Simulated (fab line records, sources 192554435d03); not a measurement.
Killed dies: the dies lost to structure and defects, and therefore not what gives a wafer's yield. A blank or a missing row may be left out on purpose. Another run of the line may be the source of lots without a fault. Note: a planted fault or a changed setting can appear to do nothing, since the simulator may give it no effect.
What tool caused it? | flow n5 finfet | 36 wafers from 12 lots sampled at 4 of the route's 1938 steps

WHAT THE GAUGES READ, wafer by wafer
N5_BEOL_M8_THK_MEAS_01. Usual: M8_ILD_THK 155.5 nm, standard deviation 2.
lot  | measured     | on            | M8_ILD_THK (nm)   | flag
L804 | day 10 21:48 | film metro-02 | 159.1 157.3 156.0 |
L805 | day 11 02:54 | film metro-02 | 154.5 160.0 157.1 |
L806 | day 11 07:46 | film metro-02 | 157.1 156.5 159.7 |
L808 | day 11 10:27 | film metro-01 | 149.8 154.3 152.3 |
L811 | day 11 15:20 | film metro-02 | 153.6 156.4 154.8 |
L809 | day 12 10:25 | film metro-02 | 154.2 156.8 157.2 |
L812 | day 12 19:02 | film metro-01 | 151.2 156.1 153.7 |
L820 | day 14 09:20 | film metro-02 | 155.2 155.9 157.8 |
L821 | day 14 17:41 | film metro-02 | 154.0 153.6 158.0 |
L822 | day 14 22:05 | film metro-02 | 154.6 156.4 156.9 |
L823 | day 15 06:54 | film metro-01 | 155.0 155.6 158.3 |
L825 | day 16 05:11 | film metro-01 | 153.6 151.4 155.9 |

N5_BEOL_M8_INSPECT_13: inspects for defects (brightfield). Usual: raw defect count at 449, with a standard deviation of 110.
lot  | measured     | on                | raw defect count | flag
L804 | day 10 22:30 | defect inspect-02 | 456 353 574      |
L805 | day 11 03:48 | defect inspect-01 | 331 499 299      |
L806 | day 11 09:04 | defect inspect-02 | 570 484 589      |
L808 | day 11 11:25 | defect inspect-02 | 643 410 628      |
L811 | day 11 16:35 | defect inspect-02 | 470 403 536      |
L809 | day 12 12:23 | defect inspect-01 | 539 474 510      |
L812 | day 12 21:03 | defect inspect-01 | 334 281 370      |
L820 | day 14 09:59 | defect inspect-01 | 338 578 323      |
L821 | day 14 19:44 | defect inspect-02 | 488 498 479      |
L822 | day 15 00:14 | defect inspect-02 | 351 401 348      |
L823 | day 15 09:13 | defect inspect-02 | 406 320 364      |
L825 | day 16 07:07 | defect inspect-02 | 518 758 415      |

WHAT TOOL EACH LOT RAN ON (gives the tool, then ch and the chambers of the sampled wafers, and finally the start)
lot  | N5_BEOL_M7_CURE_75            | N5_BEOL_M8_COAT_05
L804 | uv cure-02 ch 0, day 10 16:02 | litho track-05 ch 0, day 10 22:12
L805 | uv cure-02 ch 0, day 10 23:28 | litho track-05 ch 0, day 11 03:23
L806 | uv cure-02 ch 2, day 11 03:17 | litho track-02 ch 0, day 11 08:38
L808 | uv cure-02 ch 2, day 11 06:49 | litho track-02 ch 0, day 11 11:08
L811 | uv cure-02 ch 0, day 11 10:59 | litho track-02 ch 0, day 11 16:10
L809 | uv cure-01 ch 1, day 12 07:40 | litho track-05 ch 0, day 12 11:59
L812 | uv cure-03 ch 1, day 12 14:39 | litho track-02 ch 0, day 12 20:38
L820 | uv cure-03 ch 2, day 14 06:00 | litho track-03 ch 0, day 14 09:34
L821 | uv cure-01 ch 1, day 14 13:30 | litho track-03 ch 0, day 14 19:19
L822 | uv cure-01 ch 2, day 14 19:14 | litho track-05 ch 0, day 14 22:52
L823 | uv cure-01 ch 2, day 15 04:13 | litho track-05 ch 0, day 15 08:48
L825 | uv cure-02 ch 1, day 16 02:11 | litho track-05 ch 0, day 16 06:41
- N5_BEOL_M7_CURE_75: cures SiCOH lowk, time 120 s.
- N5_BEOL_M8_COAT_05: resist thk 90 nm.

WHAT THE TOOLS THEMSELVES READ (means of the sampled wafers that have a number; where no wafer has one, the mark that the record gives instead)
N5_BEOL_M7_CURE_75. Usual: lamp power pct 52.32 %, standard deviation 0.052; wafer_temp_C_max 371.9, standard deviation 0.52.
lot  | tool       | lamp power pct (%) | wafer_temp_C_max | flag
L804 | uv cure-02 | 52.29              | 371.6            |
L805 | uv cure-02 | 52.30              | 371.2            |
L806 | uv cure-02 | 52.32              | 371.7            |
L808 | uv cure-02 | 52.30              | 372.0            |
L811 | uv cure-02 | 52.34              | 371.0            |
L809 | uv cure-01 | 52.33              | 372.1            |
L812 | uv cure-03 | 52.32              | 371.3            |
L820 | uv cure-03 | 52.32              | 372.0            |
L821 | uv cure-01 | 52.30              | 372.7            |
L822 | uv cure-01 | 52.33              | 372.4            |
L823 | uv cure-01 | 52.36              | 371.8            |
L825 | uv cure-02 | 52.30              | 372.3            |

N5_BEOL_M8_COAT_05. Usual: spin speed rpm at 1499.9 rpm, with a standard deviation of 0.93.
lot  | tool           | spin speed rpm (rpm) | flag
L804 | litho track-05 | 1499.9               |
L805 | litho track-05 | 1499.8               |
L806 | litho track-02 | 1499.8               |
L808 | litho track-02 | 1499.8               |
L811 | litho track-02 | 1616.4               | OFF
L809 | litho track-05 | 1499.4               |
L812 | litho track-02 | 1616.5               | OFF
L820 | litho track-03 | 1499.4               |
L821 | litho track-03 | 1500.4               |
L822 | litho track-05 | 1500.3               |
L823 | litho track-05 | 1499.7               |
L825 | litho track-05 | 1499.5               |

THE ANSWER, worked out from the rows above alone
Rule: a lot is off if the mean of its wafers that have a number lies more than 3 standard deviations from the usual mean. Also off: a lot with no number at a reading for which 4 or more lots have one. The other lots that the step has rows for count as sound. First the gauges in route order, then the tools' own readings, where a lot's mean is used as printed above. At the first step where some lot is off, the reading lying furthest off is the one used; lots without a number count as furthest.
Off, at N5_BEOL_M8_COAT_05 on spin speed rpm: L811, L812.
A tool fits if, at that step or a process step before it, it ran every lot that is off, and no sound lot after the first of them. One candidate fits, namely litho track-02 at N5_BEOL_M8_COAT_05. Its last sound lot is L808 (day 11 11:08), its first lot that is off L811 (day 11 16:10): a fault that began between those two fits.
On the lots that are off, the tool's own readings at N5_BEOL_M8_COAT_05 differ by more than 5 times the standard deviation of the sound lots' means, which bears it out; spin speed rpm reads 1616.5 rpm there versus 1499.8 rpm on the sound lots.

WHAT THE SIMULATOR HAD PUT IN
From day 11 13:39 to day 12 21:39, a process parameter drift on litho track-02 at N5_BEOL_M8_COAT_05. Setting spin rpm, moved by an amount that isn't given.
Shown lots that were struck: L811, L812. The rule above reached the same finding.
